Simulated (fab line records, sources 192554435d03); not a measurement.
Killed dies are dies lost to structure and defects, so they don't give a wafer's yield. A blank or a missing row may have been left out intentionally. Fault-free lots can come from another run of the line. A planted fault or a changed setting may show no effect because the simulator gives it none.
Split-lot trial + flow n5 finfet + route with 1938 steps; 7 lots, 21 wafers read

== ON THE SPLIT ==
At N5_FIN_SAQP_PECVD_06 (deposits a-Si from SiH4/He, target thk 60 nm, time 48.1 s), the setting time s was moved away from the recipe's 48.1 s on 5 of the 21 wafers read, by +11.1% to +12.5%. The other wafers ran this setting at the recipe's value.

== FROM THE SPLIT TO THE READING: what the file shows between them, 6 steps ==
- N5_FIN_SAQP_THK_MEAS_07
- N5_FIN_SAQP_PEB_14: peb time 60 s (also split here: peb time s)
- N5_FIN_SAQP_DEVELOP_15: develop time 30 s
- N5_FIN_SAQP_CD_MEAS_16: target cd 35.6 nm
- N5_FIN_SAQP_HM_OPEN_73: chemistry CHF3/O2, target SiO2, stops on a-Si, target depth 12 nm, time 16.8 s
- N5_FIN_SAQP_STRIP_74: strips in CHF3/O2

== THE READING ==
oes product au, in a.u., at N5_FIN_SAQP_MANDREL_ETCH_22 (etches a-Si in HBr/Cl2, stops on SiNx, target depth 60 nm, bt time 10 s, time 30 s). On this fab line, fault-free wafers typically give 0.769 a.u. with a standard deviation of 0.0095 a.u.

| wafer  | tool, chamber at the split | time s as run, s | against the recipe | oes product au, a.u. | against lot-mates on the recipe |
|--------|----------------------------|------------------|--------------------|----------------------|---------------------------------|
| L079.1 | pecvd-03, 0                | 48.1             | recipe             | 0.772                | -                               |
| L079.2 | pecvd-03, 2                | 48.1             | recipe             | 0.757                | -                               |
| L079.6 | pecvd-03, 2                | 53.44            | +11.1%             | 0.832                | +0.068                          |
| L080.2 | pecvd-02, 0                | 48.1             | recipe             | 0.763                | -                               |
| L080.3 | pecvd-02, 2                | 48.1             | recipe             | 0.770                | -                               |
| L080.5 | pecvd-02, 0                | 48.1             | recipe             | 0.768                | -                               |
| L082.2 | pecvd-03, 2                | 54.12            | +12.5%             | 0.825                | +0.052                          |
| L082.3 | pecvd-03, 1                | 48.1             | recipe             | 0.773                | -                               |
| L082.5 | pecvd-03, 2                | 54.12            | +12.5%             | 0.840                | +0.067                          |
| L085.1 | pecvd-04, 0                | 48.1             | recipe             | 0.763                | -                               |
| L085.2 | pecvd-04, 2                | 48.1             | recipe             | 0.774                | -                               |
| L085.5 | pecvd-04, 0                | 48.1             | recipe             | 0.784                | -                               |
| L093.2 | pecvd-04, 1                | 48.1             | recipe             | 0.767                | -                               |
| L093.4 | pecvd-04, 1                | 48.1             | recipe             | 0.781                | -                               |
| L093.5 | pecvd-04, 0                | 48.1             | recipe             | 0.783                | -                               |
| L094.1 | pecvd-03, 1                | 48.1             | recipe             | 0.760                | -                               |
| L094.3 | pecvd-03, 0                | 48.1             | recipe             | 0.746                | -                               |
| L094.5 | pecvd-03, 0                | 48.1             | recipe             | 0.777                | -                               |
| L097.2 | pecvd-04, 0                | 48.1             | recipe             | 0.768                | -                               |
| L097.3 | pecvd-04, 2                | 53.72            | +11.7%             | 0.822                | +0.054                          |
| L097.6 | pecvd-04, 2                | 53.72            | +11.7%             | 0.816                | +0.048                          |

FIT RESULTS
A straight line over all 21 wafers: oes product au changes by +0.00486 a.u. for each +1% of time s; r = +0.94; the points scatter about the line by 0.0098 a.u.
The same after taking each lot's own level away (the mean of its wafers on the recipe; 21 wafers): +0.00483 a.u. for each +1%; r = +0.95; scatter 0.0085 a.u.
That fit puts the effect of the largest move of time s on the reading at 0.06 a.u.
The lots' own levels span 0.7610 to 0.7770 a.u., that is 1.7 times the standard deviation above.
So the lot-to-lot level changes the slope little: the two slopes agree.
Check: with one of the wafers moved furthest among these (+12.5%) left out of the fit, the line predicts +0.0629 a.u. for it against its lot-mates. It came out at +0.052 a.u. against them.

== ADDITIONAL SPLITS CARRIED BY THESE WAFERS ==
Before the reading, these wafers also passed through other splits. Each is held against what the fit with the lots' levels taken away leaves over:
| other split on the same wafers          | wafers away from the commonest value | r with oes product au (lot level and that fit taken away) |
|-----------------------------------------|--------------------------------------|-----------------------------------------------------------|
| N5_ZERO_LAYER_EXPOSE_08 dose mj         | 7                                    | -0.26                                                     |
| N5_ZERO_LAYER_DEVELOP_10 develop time s | 3                                    | +0.13                                                     |
| N5_WELL_APT_EXPOSE_05 dose mj           | 6                                    | +0.39                                                     |
| N5_WELL_APT_PEB_06 peb time s           | 5                                    | +0.19                                                     |
| N5_FIN_SAQP_PEB_14 peb time s           | 9                                    | -0.23                                                     |

== THE WHOLE CHAIN: every reading that the file lists as answering this split, in the file's order ==
| step                            | what it does                                                                       | reading                                                                           | change (the file's fit)                   | r (the file's) |
|---------------------------------|------------------------------------------------------------------------------------|-----------------------------------------------------------------------------------|-------------------------------------------|----------------|
| N5_FIN_SAQP_PECVD_06            | deposits a-Si from SiH4/He, target thk 60 nm, time 48.1 s                          | a-Si_of_FIN_SAQP_PECVD_06.thk nm (the simulator's own value, which no gauge read) | +0.691 nm for each +1% of the setting     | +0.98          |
| N5_FIN_SAQP_THK_MEAS_07         |                                                                                    | thk nm                                                                            | withheld for each +1% of the setting      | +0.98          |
| N5_FIN_SAQP_MANDREL_ETCH_22     | etches a-Si in HBr/Cl2, stops on SiNx, target depth 60 nm, bt time 10 s, time 30 s | oes product au                                                                    | +0.00502 a.u. for each +1% of the setting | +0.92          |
| N5_FIN_SAQP_MANDREL_ETCH_22     | etches a-Si in HBr/Cl2, stops on SiNx, target depth 60 nm, bt time 10 s, time 30 s | etch.depth nm (the simulator's own value, which no gauge read)                    | +0.692 nm for each +1% of the setting     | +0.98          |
| N5_FIN_SAQP_SPACER1_ETCHBACK_25 | etches SiO2 in CHF3/O2, target depth 24.4 nm, time 12.2 s                          | a-Si_of_FIN_SAQP_PECVD_06.thk nm (the simulator's own value, which no gauge read) | +0.696 nm for each +1% of the setting     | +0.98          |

== THE FILE'S OWN FIT ==
oes product au changes by +0.00502 a.u. for each +1% of time s, r = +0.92.
